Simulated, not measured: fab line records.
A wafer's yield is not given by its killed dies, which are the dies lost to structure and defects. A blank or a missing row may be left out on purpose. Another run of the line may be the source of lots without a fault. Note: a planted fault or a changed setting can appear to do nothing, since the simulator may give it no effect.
The tool behind it: which one? / flow n5-finfet / 24 lots, 72 wafers sampled, at 6 steps of a route of 1938

## WHAT THE GAUGES SHOWED, per wafer
N5_BEOL_M4_INSPECT_30: inspects for defects (brightfield).
lot=L074; measured=day 7 10:29; on=defect-inspect-01; raw-defect-count=334 306 312
lot=L075; measured=day 7 23:15; on=defect-inspect-02; raw-defect-count=357 253 290
lot=L077; measured=day 8 00:10; on=defect-inspect-01; raw-defect-count=536 506 346
lot=L076; measured=day 8 08:41; on=defect-inspect-01; raw-defect-count=488 522 733
lot=L078; measured=day 8 16:34; on=defect-inspect-01; raw-defect-count=657 492 317
lot=L079; measured=day 8 18:41; on=defect-inspect-02; raw-defect-count=532 403 466
lot=L080; measured=day 8 23:10; on=defect-inspect-02; raw-defect-count=437 459 530
lot=L081; measured=day 9 13:04; on=defect-inspect-02; raw-defect-count=461 547 495
lot=L082; measured=day 9 19:20; on=defect-inspect-01; raw-defect-count=317 291 295
lot=L083; measured=day 9 23:17; on=defect-inspect-02; raw-defect-count=596 696 1081
lot=L084; measured=day 10 10:25; on=defect-inspect-01; raw-defect-count=359 512 351
lot=L085; measured=day 10 13:27; on=defect-inspect-01; raw-defect-count=443 508 339
lot=L086; measured=day 10 17:48; on=defect-inspect-01; raw-defect-count=490 354 364
lot=L088; measured=day 11 01:28; on=defect-inspect-01; raw-defect-count=514 483 634
lot=L089; measured=day 11 06:14; on=defect-inspect-01; raw-defect-count=397 334 370
lot=L087; measured=day 11 06:24; on=defect-inspect-01; raw-defect-count=553 542 510
lot=L090; measured=day 11 07:56; on=defect-inspect-01; raw-defect-count=569 468 362
lot=L091; measured=day 11 12:16; on=defect-inspect-01; raw-defect-count=427 429 454
lot=L093; measured=day 12 02:20; on=defect-inspect-01; raw-defect-count=387 387 278
lot=L092; measured=day 12 03:13; on=defect-inspect-01; raw-defect-count=299 373 380
lot=L094; measured=day 12 22:50; on=defect-inspect-01; raw-defect-count=365 352 504
lot=L095; measured=day 13 05:58; on=defect-inspect-02; raw-defect-count=332 336 285
lot=L096; measured=day 13 06:26; on=defect-inspect-02; raw-defect-count=428 510 403
lot=L097; measured=day 13 16:15; on=defect-inspect-02; raw-defect-count=440 335 617

N5_BEOL_M5_OVL_MEAS_12.
lot=L074; measured=day 7 23:09; on=overlay-01; M5_OVL (nm)=-0.1 0.7 0.4
lot=L075; measured=day 8 15:44; on=overlay-01; M5_OVL (nm)=0.0 0.8 1.1
lot=L077; measured=day 8 17:47; on=overlay-02; M5_OVL (nm)=0.0 -0.2 -0.5
lot=L076; measured=day 8 21:07; on=overlay-01; M5_OVL (nm)=0.7 0.0 -0.2
lot=L078; measured=day 9 00:57; on=overlay-02; M5_OVL (nm)=0.9 1.1 0.7
lot=L079; measured=day 9 02:47; on=overlay-02; M5_OVL (nm)=0.3 0.4 -0.8
lot=L080; measured=day 9 16:38; on=overlay-01; M5_OVL (nm)=-0.7 -0.4 -0.7
lot=L081; measured=day 10 01:52; on=overlay-01; M5_OVL (nm)=1.0 0.3 0.0
lot=L082; measured=day 10 05:10; on=overlay-01; M5_OVL (nm)=0.1 0.2 0.2
lot=L083; measured=day 10 09:07; on=overlay-01; M5_OVL (nm)=-0.4 -0.4 -0.8
lot=L084; measured=day 11 07:05; on=overlay-02; M5_OVL (nm)=-0.3 -0.3 0.7
lot=L085; measured=day 11 00:35; on=overlay-02; M5_OVL (nm)=0.2 -0.1 -0.5
lot=L086; measured=day 11 09:08; on=overlay-02; M5_OVL (nm)=0.3 0.4 -0.2
lot=L088; measured=day 11 12:19; on=overlay-01; M5_OVL (nm)=0.0 0.9 0.3
lot=L089; measured=day 12 00:58; on=overlay-01; M5_OVL (nm)=1.2 0.1 0.9
lot=L087; measured=day 11 23:05; on=overlay-02; M5_OVL (nm)=0.2 0.2 0.6
lot=L090; measured=day 12 04:30; on=overlay-02; M5_OVL (nm)=1.6 0.9 1.2
lot=L091; measured=day 12 04:32; on=overlay-01; M5_OVL (nm)=1.1 -0.2 1.4
lot=L093; measured=day 12 15:28; on=overlay-01; M5_OVL (nm)=0.6 0.2 0.0
lot=L092; measured=day 12 22:11; on=overlay-02; M5_OVL (nm)=0.4 0.0 1.2
lot=L094; measured=day 13 12:40; on=overlay-02; M5_OVL (nm)=0.2 0.7 0.6
lot=L095; measured=day 13 14:52; on=overlay-02; M5_OVL (nm)=0.6 0.6 0.0
lot=L096; measured=day 13 22:23; on=overlay-01; M5_OVL (nm)=0.0 -0.1 -0.1
lot=L097; measured=day 14 05:55; on=overlay-02; M5_OVL (nm)=-0.1 -0.3 -0.6

N5_BEOL_M5_CD_MEAS_18: pitch 56 nm, target cd 28 nm.
lot=L074; measured=day 7 23:40; on=cd-sem-02; cd-nm (nm)=27.2 27.9 27.7
lot=L075; measured=day 8 16:16; on=cd-sem-01; cd-nm (nm)=27.4 28.1 27.4
lot=L077; measured=day 8 18:26; on=cd-sem-02; cd-nm (nm)=28.0 27.6 28.1
lot=L076; measured=day 8 21:50; on=cd-sem-03; cd-nm (nm)=27.9 28.6 27.9
lot=L078; measured=day 9 01:28; on=cd-sem-01; cd-nm (nm)=27.9 28.2 27.8
lot=L079; measured=day 9 03:18; on=cd-sem-02; cd-nm (nm)=28.1 27.9 28.2
lot=L080; measured=day 9 17:09; on=cd-sem-01; cd-nm (nm)=28.0 27.7 27.6
lot=L081; measured=day 10 02:23; on=cd-sem-02; cd-nm (nm)=28.6 28.4 28.0
lot=L082; measured=day 10 05:50; on=cd-sem-01; cd-nm (nm)=28.2 27.9 28.1
lot=L083; measured=day 10 09:38; on=cd-sem-01; cd-nm (nm)=27.9 28.4 28.1
lot=L084; measured=day 11 07:37; on=cd-sem-03; cd-nm (nm)=27.9 28.7 28.0
lot=L085; measured=day 11 01:06; on=cd-sem-03; cd-nm (nm)=27.6 27.6 27.4
lot=L086; measured=day 11 10:04; on=cd-sem-01; cd-nm (nm)=28.5 28.2 27.9
lot=L088; measured=day 11 12:50; on=cd-sem-02; cd-nm (nm)=28.6 28.3 28.3
lot=L089; measured=day 12 01:36; on=cd-sem-03; cd-nm (nm)=28.4 28.0 27.6
lot=L087; measured=day 11 23:36; on=cd-sem-01; cd-nm (nm)=28.5 28.0 28.0
lot=L090; measured=day 12 05:02; on=cd-sem-02; cd-nm (nm)=27.6 27.7 27.9
lot=L091; measured=day 12 05:14; on=cd-sem-01; cd-nm (nm)=27.8 27.7 27.8
lot=L093; measured=day 12 16:05; on=cd-sem-01; cd-nm (nm)=28.4 28.5 27.7
lot=L092; measured=day 12 22:52; on=cd-sem-03; cd-nm (nm)=28.6 28.3 28.2
lot=L094; measured=day 13 13:18; on=cd-sem-02; cd-nm (nm)=28.1 28.6 28.6
lot=L095; measured=day 13 15:35; on=cd-sem-02; cd-nm (nm)=28.0 28.3 28.6
lot=L096; measured=day 13 22:55; on=cd-sem-01; cd-nm (nm)=28.2 27.9 28.0
lot=L097; measured=day 14 06:28; on=cd-sem-02; cd-nm (nm)=28.0 28.4 27.7

## WHAT TOOL EACH LOT RAN ON (gives the tool, then ch and the chambers of the sampled wafers, and finally the start)
lot=L074; N5_BEOL_M4_DESCUM_33=rie-diel-04 ch 0,2,3, day 7 10:31; N5_BEOL_M4_SPUTTER_86=pvd-sputter-01, day 7 16:38; N5_BEOL_M4_DEP_57=pecvd-04 ch 0,1,2, day 7 18:44
lot=L075; N5_BEOL_M4_DESCUM_33=rie-diel-04 ch 0,1,3, day 7 23:25; N5_BEOL_M4_SPUTTER_86=pvd-sputter-01, day 8 11:20; N5_BEOL_M4_DEP_57=pecvd-02 ch 0,1,2, day 8 13:25
lot=L077; N5_BEOL_M4_DESCUM_33=rie-diel-05 ch 0,1,2, day 8 00:12; N5_BEOL_M4_SPUTTER_86=pvd-sputter-01, day 8 13:16; N5_BEOL_M4_DEP_57=pecvd-04 ch 0,1, day 8 15:26
lot=L076; N5_BEOL_M4_DESCUM_33=rie-diel-04 ch 0,3, day 8 08:44; N5_BEOL_M4_SPUTTER_86=pvd-sputter-03, day 8 15:55; N5_BEOL_M4_DEP_57=pecvd-04 ch 0,1,2, day 8 18:04
lot=L078; N5_BEOL_M4_DESCUM_33=rie-diel-05 ch 1,2,3, day 8 16:36; N5_BEOL_M4_SPUTTER_86=pvd-sputter-03, day 8 18:50; N5_BEOL_M4_DEP_57=pecvd-03 ch 0,2, day 8 20:57
lot=L079; N5_BEOL_M4_DESCUM_33=rie-diel-06 ch 0,3, day 8 18:43; N5_BEOL_M4_SPUTTER_86=pvd-sputter-01, day 8 22:32; N5_BEOL_M4_DEP_57=pecvd-03 ch 0,1,2, day 9 00:37
lot=L080; N5_BEOL_M4_DESCUM_33=rie-diel-06 ch 0,1,3, day 8 23:12; N5_BEOL_M4_SPUTTER_86=pvd-sputter-02, day 9 10:33; N5_BEOL_M4_DEP_57=pecvd-02 ch 1,2, day 9 12:39
lot=L081; N5_BEOL_M4_DESCUM_33=rie-diel-04 ch 0,1, day 9 13:06; N5_BEOL_M4_SPUTTER_86=pvd-sputter-01, day 9 20:02; N5_BEOL_M4_DEP_57=pecvd-02 ch 0,1,2, day 9 22:07
lot=L082; N5_BEOL_M4_DESCUM_33=rie-diel-05 ch 0,1, day 9 19:22; N5_BEOL_M4_SPUTTER_86=pvd-sputter-02, day 9 23:34; N5_BEOL_M4_DEP_57=pecvd-02 ch 0,2, day 10 01:39
lot=L083; N5_BEOL_M4_DESCUM_33=rie-diel-04 ch 0,1, day 9 23:19; N5_BEOL_M4_SPUTTER_86=pvd-sputter-02, day 10 04:02; N5_BEOL_M4_DEP_57=pecvd-04 ch 0,1, day 10 06:22
lot=L084; N5_BEOL_M4_DESCUM_33=rie-diel-06 ch 0,1,2, day 10 10:27; N5_BEOL_M4_SPUTTER_86=pvd-sputter-01, day 11 02:35; N5_BEOL_M4_DEP_57=pecvd-02 ch 1,2, day 11 04:40
lot=L085; N5_BEOL_M4_DESCUM_33=rie-diel-06 ch 0,1,2, day 10 13:29; N5_BEOL_M4_SPUTTER_86=pvd-sputter-02, day 10 19:33; N5_BEOL_M4_DEP_57=pecvd-02 ch 0,2, day 10 22:14
lot=L086; N5_BEOL_M4_DESCUM_33=rie-diel-05 ch 1,2, day 10 17:50; N5_BEOL_M4_SPUTTER_86=pvd-sputter-02, day 11 04:07; N5_BEOL_M4_DEP_57=pecvd-04 ch 0,1,2, day 11 06:12
lot=L088; N5_BEOL_M4_DESCUM_33=rie-diel-04 ch 0,3, day 11 01:30; N5_BEOL_M4_SPUTTER_86=pvd-sputter-03, day 11 07:35; N5_BEOL_M4_DEP_57=pecvd-02 ch 1,2, day 11 09:41
lot=L089; N5_BEOL_M4_DESCUM_33=rie-diel-06 ch 0,1,2, day 11 06:16; N5_BEOL_M4_SPUTTER_86=pvd-sputter-03, day 11 18:34; N5_BEOL_M4_DEP_57=pecvd-02 ch 0,1,2, day 11 20:40
lot=L087; N5_BEOL_M4_DESCUM_33=rie-diel-04 ch 0,1,3, day 11 06:26; N5_BEOL_M4_SPUTTER_86=pvd-sputter-01, day 11 18:21; N5_BEOL_M4_DEP_57=pecvd-03 ch 0,1,2, day 11 20:26
lot=L090; N5_BEOL_M4_DESCUM_33=rie-diel-04 ch 0,1,2, day 11 07:58; N5_BEOL_M4_SPUTTER_86=pvd-sputter-02, day 11 23:14; N5_BEOL_M4_DEP_57=pecvd-02 ch 0,1,2, day 12 01:19
lot=L091; N5_BEOL_M4_DESCUM_33=rie-diel-05 ch 0,1,2, day 11 12:19; N5_BEOL_M4_SPUTTER_86=pvd-sputter-01, day 11 23:17; N5_BEOL_M4_DEP_57=pecvd-03 ch 0,1,2, day 12 01:32
lot=L093; N5_BEOL_M4_DESCUM_33=rie-diel-05 ch 0,1,2, day 12 02:34; N5_BEOL_M4_SPUTTER_86=pvd-sputter-03, day 12 08:47; N5_BEOL_M4_DEP_57=pecvd-04 ch 0,1, day 12 11:59
lot=L092; N5_BEOL_M4_DESCUM_33=rie-diel-05 ch 0,1,2, day 12 03:18; N5_BEOL_M4_SPUTTER_86=pvd-sputter-03, day 12 17:11; N5_BEOL_M4_DEP_57=pecvd-02 ch 0,2, day 12 19:20
lot=L094; N5_BEOL_M4_DESCUM_33=rie-diel-04 ch 0,2,3, day 12 22:53; N5_BEOL_M4_SPUTTER_86=pvd-sputter-01, day 13 06:12; N5_BEOL_M4_DEP_57=pecvd-03 ch 1,2, day 13 08:48
lot=L095; N5_BEOL_M4_DESCUM_33=rie-diel-06 ch 0,1, day 13 06:00; N5_BEOL_M4_SPUTTER_86=pvd-sputter-01, day 13 10:25; N5_BEOL_M4_DEP_57=pecvd-04 ch 0,1,2, day 13 12:30
lot=L096; N5_BEOL_M4_DESCUM_33=rie-diel-06 ch 0,1,3, day 13 06:32; N5_BEOL_M4_SPUTTER_86=pvd-sputter-03, day 13 17:43; N5_BEOL_M4_DEP_57=pecvd-04 ch 1,2, day 13 20:11
lot=L097; N5_BEOL_M4_DESCUM_33=rie-diel-06 ch 0,3, day 13 16:17; N5_BEOL_M4_SPUTTER_86=pvd-sputter-01, day 13 22:53; N5_BEOL_M4_DEP_57=pecvd-04 ch 0,1, day 14 01:03
- N5_BEOL_M4_DESCUM_33: chemistry O2, time 7 s.
- N5_BEOL_M4_SPUTTER_86: material Cu, target thk 4.5 nm, time 8.29 s.
- N5_BEOL_M4_DEP_57: deposits SiCN from 3MS/NH3, target thk 8 nm, time 14 s.

## AS READ BY THE TOOLS THEMSELVES (means over the sampled wafers that have a number; for cases with no such wafer, the mark the record gives instead)
N5_BEOL_M4_DESCUM_33.
lot=L074; tool=rie-diel-04; bias-power-w (W)=19.98; drypump-motor-current-A (A)=5.6; oes-product-au (a.u.)=0.90; rf-vpp-V (V)=244.0; showerhead-plenum-p-Torr (Torr)=2.13; throttle-valve-pct (%)=20.31
lot=L075; tool=rie-diel-04; bias-power-w (W)=20.02; drypump-motor-current-A (A)=5.7; oes-product-au (a.u.)=0.89; rf-vpp-V (V)=244.1; showerhead-plenum-p-Torr (Torr)=2.13; throttle-valve-pct (%)=20.10
lot=L077; tool=rie-diel-05; bias-power-w (W)=19.99; drypump-motor-current-A (A)=5.5; oes-product-au (a.u.)=0.87; rf-vpp-V (V)=244.5; showerhead-plenum-p-Torr (Torr)=2.18; throttle-valve-pct (%)=20.12
lot=L076; tool=rie-diel-04; bias-power-w (W)=19.98; drypump-motor-current-A (A)=5.5; oes-product-au (a.u.)=0.93; rf-vpp-V (V)=243.7; showerhead-plenum-p-Torr (Torr)=2.14; throttle-valve-pct (%)=20.13
lot=L078; tool=rie-diel-05; bias-power-w (W)=20.01; drypump-motor-current-A (A)=5.8; oes-product-au (a.u.)=0.77; rf-vpp-V (V)=243.9; showerhead-plenum-p-Torr (Torr)=2.13; throttle-valve-pct (%)=20.20
lot=L079; tool=rie-diel-06; bias-power-w (W)=19.99; drypump-motor-current-A (A)=6.1; oes-product-au (a.u.)=0.72; rf-vpp-V (V)=243.0; showerhead-plenum-p-Torr (Torr)=2.06; throttle-valve-pct (%)=20.25
lot=L080; tool=rie-diel-06; bias-power-w (W)=20.01; drypump-motor-current-A (A)=6.3; oes-product-au (a.u.)=0.76; rf-vpp-V (V)=243.6; showerhead-plenum-p-Torr (Torr)=2.09; throttle-valve-pct (%)=20.26
lot=L081; tool=rie-diel-04; bias-power-w (W)=19.99; drypump-motor-current-A (A)=5.6; oes-product-au (a.u.)=0.86; rf-vpp-V (V)=243.8; showerhead-plenum-p-Torr (Torr)=2.13; throttle-valve-pct (%)=20.22
lot=L082; tool=rie-diel-05; bias-power-w (W)=19.98; drypump-motor-current-A (A)=5.5; oes-product-au (a.u.)=0.79; rf-vpp-V (V)=245.7; showerhead-plenum-p-Torr (Torr)=2.20; throttle-valve-pct (%)=20.28
lot=L083; tool=rie-diel-04; bias-power-w (W)=19.99; drypump-motor-current-A (A)=5.6; oes-product-au (a.u.)=0.85; rf-vpp-V (V)=244.0; showerhead-plenum-p-Torr (Torr)=2.13; throttle-valve-pct (%)=20.23
lot=L084; tool=rie-diel-06; bias-power-w (W)=20.02; drypump-motor-current-A (A)=6.0; oes-product-au (a.u.)=0.77; rf-vpp-V (V)=243.9; showerhead-plenum-p-Torr (Torr)=2.10; throttle-valve-pct (%)=20.38
lot=L085; tool=rie-diel-06; bias-power-w (W)=19.97; drypump-motor-current-A (A)=6.0; oes-product-au (a.u.)=0.78; rf-vpp-V (V)=242.8; showerhead-plenum-p-Torr (Torr)=2.10; throttle-valve-pct (%)=20.39
lot=L086; tool=rie-diel-05; bias-power-w (W)=20.05; drypump-motor-current-A (A)=5.7; oes-product-au (a.u.)=0.84; rf-vpp-V (V)=243.5; showerhead-plenum-p-Torr (Torr)=2.14; throttle-valve-pct (%)=19.98
lot=L088; tool=rie-diel-04; bias-power-w (W)=20.03; drypump-motor-current-A (A)=5.5; oes-product-au (a.u.)=0.88; rf-vpp-V (V)=243.2; showerhead-plenum-p-Torr (Torr)=2.13; throttle-valve-pct (%)=20.16
lot=L089; tool=rie-diel-06; bias-power-w (W)=19.96; drypump-motor-current-A (A)=6.0; oes-product-au (a.u.)=0.76; rf-vpp-V (V)=244.5; showerhead-plenum-p-Torr (Torr)=2.10; throttle-valve-pct (%)=20.40
lot=L087; tool=rie-diel-04; bias-power-w (W)=19.98; drypump-motor-current-A (A)=5.7; oes-product-au (a.u.)=0.86; rf-vpp-V (V)=243.7; showerhead-plenum-p-Torr (Torr)=2.12; throttle-valve-pct (%)=20.15
lot=L090; tool=rie-diel-04; bias-power-w (W)=19.96; drypump-motor-current-A (A)=5.8; oes-product-au (a.u.)=0.81; rf-vpp-V (V)=243.3; showerhead-plenum-p-Torr (Torr)=2.12; throttle-valve-pct (%)=20.35
lot=L091; tool=rie-diel-05; bias-power-w (W)=20.03; drypump-motor-current-A (A)=5.5; oes-product-au (a.u.)=0.81; rf-vpp-V (V)=244.5; showerhead-plenum-p-Torr (Torr)=2.17; throttle-valve-pct (%)=20.17
lot=L093; tool=rie-diel-05; bias-power-w (W)=20.00; drypump-motor-current-A (A)=5.5; oes-product-au (a.u.)=0.80; rf-vpp-V (V)=244.5; showerhead-plenum-p-Torr (Torr)=2.17; throttle-valve-pct (%)=20.18
lot=L092; tool=rie-diel-05; bias-power-w (W)=20.01; drypump-motor-current-A (A)=5.5; oes-product-au (a.u.)=0.80; rf-vpp-V (V)=244.5; showerhead-plenum-p-Torr (Torr)=2.17; throttle-valve-pct (%)=20.19
lot=L094; tool=rie-diel-04; bias-power-w (W)=20.05; drypump-motor-current-A (A)=5.6; oes-product-au (a.u.)=0.82; rf-vpp-V (V)=243.4; showerhead-plenum-p-Torr (Torr)=2.12; throttle-valve-pct (%)=20.38
lot=L095; tool=rie-diel-06; bias-power-w (W)=19.99; drypump-motor-current-A (A)=6.2; oes-product-au (a.u.)=0.78; rf-vpp-V (V)=244.6; showerhead-plenum-p-Torr (Torr)=2.16; throttle-valve-pct (%)=20.39
lot=L096; tool=rie-diel-06; bias-power-w (W)=20.04; drypump-motor-current-A (A)=6.3; oes-product-au (a.u.)=0.82; rf-vpp-V (V)=244.0; showerhead-plenum-p-Torr (Torr)=2.17; throttle-valve-pct (%)=20.16
lot=L097; tool=rie-diel-06; bias-power-w (W)=20.01; drypump-motor-current-A (A)=6.1; oes-product-au (a.u.)=0.78; rf-vpp-V (V)=243.8; showerhead-plenum-p-Torr (Torr)=2.13; throttle-valve-pct (%)=20.16

N5_BEOL_M4_SPUTTER_86.
lot=L074; tool=pvd-sputter-01; chuck-sensor-temp-C (C)=-15.8; throttle-valve-pct (%)=30.3
lot=L075; tool=pvd-sputter-01; chuck-sensor-temp-C (C)=-15.6; throttle-valve-pct (%)=30.6
lot=L077; tool=pvd-sputter-01; chuck-sensor-temp-C (C)=-15.8; throttle-valve-pct (%)=30.6
lot=L076; tool=pvd-sputter-03; chuck-sensor-temp-C (C)=-15.9; throttle-valve-pct (%)=29.7
lot=L078; tool=pvd-sputter-03; chuck-sensor-temp-C (C)=-16.1; throttle-valve-pct (%)=29.2
lot=L079; tool=pvd-sputter-01; chuck-sensor-temp-C (C)=-15.6; throttle-valve-pct (%)=30.1
lot=L080; tool=pvd-sputter-02; chuck-sensor-temp-C (C)=-15.5; throttle-valve-pct (%)=29.8
lot=L081; tool=pvd-sputter-01; chuck-sensor-temp-C (C)=-16.2; throttle-valve-pct (%)=30.8
lot=L082; tool=pvd-sputter-02; chuck-sensor-temp-C (C)=-15.7; throttle-valve-pct (%)=30.5
lot=L083; tool=pvd-sputter-02; chuck-sensor-temp-C (C)=-15.6; throttle-valve-pct (%)=30.1
lot=L084; tool=pvd-sputter-01; chuck-sensor-temp-C (C)=-15.5; throttle-valve-pct (%)=29.9
lot=L085; tool=pvd-sputter-02; chuck-sensor-temp-C (C)=-15.5; throttle-valve-pct (%)=29.8
lot=L086; tool=pvd-sputter-02; chuck-sensor-temp-C (C)=-15.6; throttle-valve-pct (%)=30.5
lot=L088; tool=pvd-sputter-03; chuck-sensor-temp-C (C)=-16.0; throttle-valve-pct (%)=30.5
lot=L089; tool=pvd-sputter-03; chuck-sensor-temp-C (C)=-15.9; throttle-valve-pct (%)=30.2
lot=L087; tool=pvd-sputter-01; chuck-sensor-temp-C (C)=-15.8; throttle-valve-pct (%)=30.3
lot=L090; tool=pvd-sputter-02; chuck-sensor-temp-C (C)=-15.3; throttle-valve-pct (%)=30.1
lot=L091; tool=pvd-sputter-01; chuck-sensor-temp-C (C)=-15.9; throttle-valve-pct (%)=30.3
lot=L093; tool=pvd-sputter-03; chuck-sensor-temp-C (C)=-16.0; throttle-valve-pct (%)=29.8
lot=L092; tool=pvd-sputter-03; chuck-sensor-temp-C (C)=-15.9; throttle-valve-pct (%)=30.3
lot=L094; tool=pvd-sputter-01; chuck-sensor-temp-C (C)=-16.0; throttle-valve-pct (%)=30.6
lot=L095; tool=pvd-sputter-01; chuck-sensor-temp-C (C)=-15.9; throttle-valve-pct (%)=30.3
lot=L096; tool=pvd-sputter-03; chuck-sensor-temp-C (C)=-16.0; throttle-valve-pct (%)=30.0
lot=L097; tool=pvd-sputter-01; chuck-sensor-temp-C (C)=-15.6; throttle-valve-pct (%)=29.4

N5_BEOL_M4_DEP_57.
lot=L074; tool=pecvd-04; showerhead-plenum-p-Torr (Torr)=3.670; throttle-valve-pct (%)=8.8
lot=L075; tool=pecvd-02; showerhead-plenum-p-Torr (Torr)=3.663; throttle-valve-pct (%)=9.5
lot=L077; tool=pecvd-04; showerhead-plenum-p-Torr (Torr)=3.667; throttle-valve-pct (%)=8.5
lot=L076; tool=pecvd-04; showerhead-plenum-p-Torr (Torr)=3.677; throttle-valve-pct (%)=8.7
lot=L078; tool=pecvd-03; showerhead-plenum-p-Torr (Torr)=3.679; throttle-valve-pct (%)=8.6
lot=L079; tool=pecvd-03; showerhead-plenum-p-Torr (Torr)=3.685; throttle-valve-pct (%)=8.7
lot=L080; tool=pecvd-02; showerhead-plenum-p-Torr (Torr)=3.658; throttle-valve-pct (%)=9.3
lot=L081; tool=pecvd-02; showerhead-plenum-p-Torr (Torr)=3.662; throttle-valve-pct (%)=9.4
lot=L082; tool=pecvd-02; showerhead-plenum-p-Torr (Torr)=3.647; throttle-valve-pct (%)=9.4
lot=L083; tool=pecvd-04; showerhead-plenum-p-Torr (Torr)=3.676; throttle-valve-pct (%)=8.5
lot=L084; tool=pecvd-02; showerhead-plenum-p-Torr (Torr)=3.670; throttle-valve-pct (%)=8.8
lot=L085; tool=pecvd-02; showerhead-plenum-p-Torr (Torr)=3.646; throttle-valve-pct (%)=9.6
lot=L086; tool=pecvd-04; showerhead-plenum-p-Torr (Torr)=3.672; throttle-valve-pct (%)=8.4
lot=L088; tool=pecvd-02; showerhead-plenum-p-Torr (Torr)=3.667; throttle-valve-pct (%)=8.7
lot=L089; tool=pecvd-02; showerhead-plenum-p-Torr (Torr)=3.658; throttle-valve-pct (%)=9.1
lot=L087; tool=pecvd-03; showerhead-plenum-p-Torr (Torr)=3.682; throttle-valve-pct (%)=8.8
lot=L090; tool=pecvd-02; showerhead-plenum-p-Torr (Torr)=3.660; throttle-valve-pct (%)=9.5
lot=L091; tool=pecvd-03; showerhead-plenum-p-Torr (Torr)=3.680; throttle-valve-pct (%)=8.6
lot=L093; tool=pecvd-04; showerhead-plenum-p-Torr (Torr)=3.676; throttle-valve-pct (%)=8.6
lot=L092; tool=pecvd-02; showerhead-plenum-p-Torr (Torr)=3.667; throttle-valve-pct (%)=8.9
lot=L094; tool=pecvd-03; showerhead-plenum-p-Torr (Torr)=3.679; throttle-valve-pct (%)=8.9
lot=L095; tool=pecvd-04; showerhead-plenum-p-Torr (Torr)=3.670; throttle-valve-pct (%)=8.8
lot=L096; tool=pecvd-04; showerhead-plenum-p-Torr (Torr)=3.672; throttle-valve-pct (%)=8.5
lot=L097; tool=pecvd-04; showerhead-plenum-p-Torr (Torr)=3.677; throttle-valve-pct (%)=8.5

## THE ANSWER, worked out from the rows above alone
Rule: usual is defined by the lots themselves. The widest of any qualifying gaps counts: lots, ordered by their means at a reading, are off when they make up no more than a third of the lots, leave a main group of 4 or more, and stand apart from it by 3 or more times the standard deviation of that group's means. If all means in a main group match to the digits the tables above print for the reading, that group is not used. Also off: a lot with no number at a reading for which 4 or more lots have one. All remaining lots with rows at the step are treated as sound. The gauges are gone through in route order, then the tools' own readings, and for those a lot's mean is taken as printed above. The first step at which some lot is off is used, and at that step the reading that is off furthest; a lot without a number counts as furthest.
Across all readings shown, no lot is off: no conclusion can be drawn from this.

## WHAT THE SIMULATOR HAD PUT IN
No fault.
